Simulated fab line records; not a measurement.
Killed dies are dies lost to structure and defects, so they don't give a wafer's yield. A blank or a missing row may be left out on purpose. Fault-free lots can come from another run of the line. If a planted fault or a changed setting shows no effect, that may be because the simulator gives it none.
Split-lot trial    flow n5_finfet    on a route of 1938 steps: 7 lots, 21 wafers read

== SPLIT DETAILS ==
At N5_BEOL_M12_EXPOSE_07 (exposes mask V11), the setting dose_mj was moved away from the recipe's 32.5 on 5 of the 21 wafers read, by -6.8% to +7.0%. For the rest of the wafers, this setting stayed at what the recipe calls for.

== FROM THE SPLIT TO THE READING: what the file shows between them, 6 steps ==
- N5_BEOL_M12_PEB_08: peb time 90 s
- N5_BEOL_M12_DEVELOP_09: develop time 45 s
- N5_BEOL_M12_HARDBAKE_14: time 120 s
- N5_BEOL_M12_CD_MEAS_10: target cd 140 nm
- N5_BEOL_M12_STRIP_71: strips in post etch residue remover, time 60 s
- N5_BEOL_M12_SRD_72: time 30 s, dry time 30 s

== THE READING ==
cd_nm at N5_BEOL_M12_CD_MEAS_17, given in nm (cd target 140 nm). A value of 138.2 nm with a standard deviation of 2 nm is what fault-free wafers of this fab line usually give.

wafer   tool, chamber at the split  dose_mj as run  against the recipe  cd_nm, nm  against lot-mates on the recipe
L077.2  krf_scanner-01, 0           30.28           -6.8%               130.4      -8.9
L077.3  krf_scanner-01, 0           32.5            recipe              140.9      -
L077.4  krf_scanner-01, 0           32.5            recipe              137.7      -
L082.1  krf_scanner-02, 0           34.35           +5.7%               145.9      +11.8
L082.2  krf_scanner-02, 0           32.5            recipe              134.1      -
L082.3  krf_scanner-02, 0           34.35           +5.7%               143.6      +9.5
L084.4  krf_scanner-01, 0           34.79           +7.0%               144.8      +5.0
L084.5  krf_scanner-01, 0           32.5            recipe              137.5      -
L084.6  krf_scanner-01, 0           32.5            recipe              142.1      -
L083.1  krf_scanner-01, 0           32.5            recipe              135.6      -
L083.2  krf_scanner-01, 0           32.5            recipe              138.5      -
L083.6  krf_scanner-01, 0           32.5            recipe              134.6      -
L085.1  krf_scanner-02, 0           32.5            recipe              137.2      -
L085.3  krf_scanner-02, 0           32.5            recipe              139.1      -
L085.5  krf_scanner-02, 0           32.5            recipe              140.3      -
L087.1  krf_scanner-02, 0           32.5            recipe              134.7      -
L087.4  krf_scanner-02, 0           32.5            recipe              135.9      -
L087.5  krf_scanner-02, 0           32.5            recipe              138.0      -
L096.3  krf_scanner-02, 0           34.75           +6.9%               147.1      +8.5
L096.4  krf_scanner-02, 0           32.5            recipe              138.6      -
L096.5  krf_scanner-02, 0           32.5            recipe              138.5      -

FIT RESULTS
A straight line over all 21 wafers: cd_nm changes by +1.17 nm for each +1% of dose_mj; r = +0.87; the points scatter about the line by 2.1 nm.
The same after taking each lot's own level away (the mean of its wafers on the recipe; 21 wafers): +1.32 nm for each +1%; r = +0.90; scatter 2 nm.
That fit puts the effect of the largest move of dose_mj on the reading at 9.3 nm.
The span of the lots' own levels, 134.10 to 139.80 nm, comes to 2.9 times the standard deviation stated above.
In other words, the slope is changed by the lot-to-lot level; the two fits disagree.
Check: with one of the wafers moved furthest among these (+7.0%) left out of the fit, the line predicts +10.8 nm for it against its lot-mates. It came out at +5 nm against them.

== THESE WAFERS: OTHER SPLITS ==
Note: prior to the reading, these wafers also went through further splits. Each is held against what the fit with the lots' levels taken away leaves over:
other split on the same wafers         wafers away from the commonest value  r with cd_nm (lot level and that fit taken away)
N5_BEOL_M9_ETCH_62 source_w            3                                     +0.05
N5_BEOL_M10_EXPOSE_25 dose_mj          9                                     +0.51
N5_BEOL_M10_DEVELOP_27 develop_time_s  7                                     +0.07
N5_BEOL_M11_TRENCH_ETCH_37 bias_w      4                                     -0.37
N5_BEOL_M11_ETCH_41 time_s             8                                     +0.15

== THE WHOLE CHAIN: every reading that the file lists as answering this split, in the file's order ==
step                    what it does      reading  change (the file's fit)               r (the file's)
N5_BEOL_M12_CD_MEAS_10  target cd 140 nm  cd_nm    +1.13 nm for each +1% of the setting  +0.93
N5_BEOL_M12_CD_MEAS_17  target cd 140 nm  cd_nm    +1.22 nm for each +1% of the setting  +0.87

== FILE'S OWN FIT ==
cd_nm changes by +1.22 nm for each +1% of dose_mj, r = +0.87.
